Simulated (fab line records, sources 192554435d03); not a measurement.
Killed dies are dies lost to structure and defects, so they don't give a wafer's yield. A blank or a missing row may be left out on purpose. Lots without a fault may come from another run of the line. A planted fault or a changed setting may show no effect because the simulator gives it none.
Chamber matching | flow n5_finfet | N5_BEOL_M7_PECVD_70 on pecvd-03: 3 sister chambers
The step deposits SiO2 from TEOS/O2, target thk 20 nm, time 22.7 s. 16 wafers are shown with their chamber, then 8 later ones without.

WAFERS WITH THEIR CHAMBER
wafer  | chamber | throttle_valve_pct (%) | showerhead_plenum_p_Torr (Torr) | heater_power_w (W)
L075.2 | 0       | 23.5                   | 8.721                           | 671
L075.4 | 0       | 23.5                   | 8.708                           | 697
L075.6 | 1       | 21.9                   | 8.774                           | 989
L077.1 | 0       | 23.4                   | 8.699                           | 796
L077.2 | 2       | 20.6                   | 8.790                           | 852
L077.3 | 1       | 21.8                   | 8.779                           | 986
L079.1 | 2       | 20.8                   | 8.769                           | 841
L079.3 | 1       | 21.8                   | 8.800                           | 812
L079.5 | 1       | 22.2                   | 8.775                           | 846
L082.3 | 2       | 21.1                   | 8.763                           | 817
L082.4 | 1       | 21.9                   | 8.776                           | 913
L082.6 | 0       | 23.5                   | 8.708                           | 660
L086.2 | 2       | 21.0                   | 8.784                           | 864
L086.3 | 1       | 22.2                   | 8.776                           | 906
L086.6 | 2       | 20.7                   | 8.775                           | 874
L090.1 | 1       | 21.9                   | 8.775                           | 933

SIGNATURES (means of the wafers above)
reading                  | chamber 0 | chamber 1 | chamber 2 | scatter within a chamber
throttle_valve_pct       | 23.475    | 21.957    | 20.840    | 0.166
showerhead_plenum_p_Torr | 8.70900   | 8.77929   | 8.77620   | 0.00977
heater_power_w           | 706.00    | 912.14    | 849.60    | 55.3
Rule: a wafer's distance from a chamber is the root of the sum, over the readings, of the square of ((its reading less the chamber's mean) divided by the reading's scatter). The wafer belongs to the nearest chamber; if the next one is less than 2 further off, it can't be placed. The scatter: the root of (the sum of the squares of (reading less its chamber's mean) over the shown wafers, divided by (wafers less chambers)).

WAFERS WITHOUT THEIR CHAMBER
wafer  | throttle_valve_pct (%) | showerhead_plenum_p_Torr (Torr) | heater_power_w (W)
L090.4 | 22.1                   | 8.769                           | 942
L090.5 | 20.8                   | 8.786                           | 748
L093.2 | 22.1                   | 8.767                           | 995
L093.5 | 21.1                   | 8.785                           | 803
L093.6 | 21.9                   | 8.787                           | 1010
L094.2 | 22.0                   | 8.788                           | 1002
L094.3 | 23.4                   | 8.744                           | 628
L094.4 | 23.4                   | 8.736                           | 645

WHICH CHAMBER EACH WENT THROUGH
wafer  | from the rows above | in truth
L090.4 | 1                   | 1
L090.5 | 2                   | 2
L093.2 | 1                   | 1
L093.5 | 2                   | 2
L093.6 | 1                   | 1
L094.2 | 1                   | 1
L094.3 | 0                   | 0
L094.4 | 0                   | 0
Placed correctly: 8 of 8. Can't be placed from these rows: 0. Placed wrongly: 0.
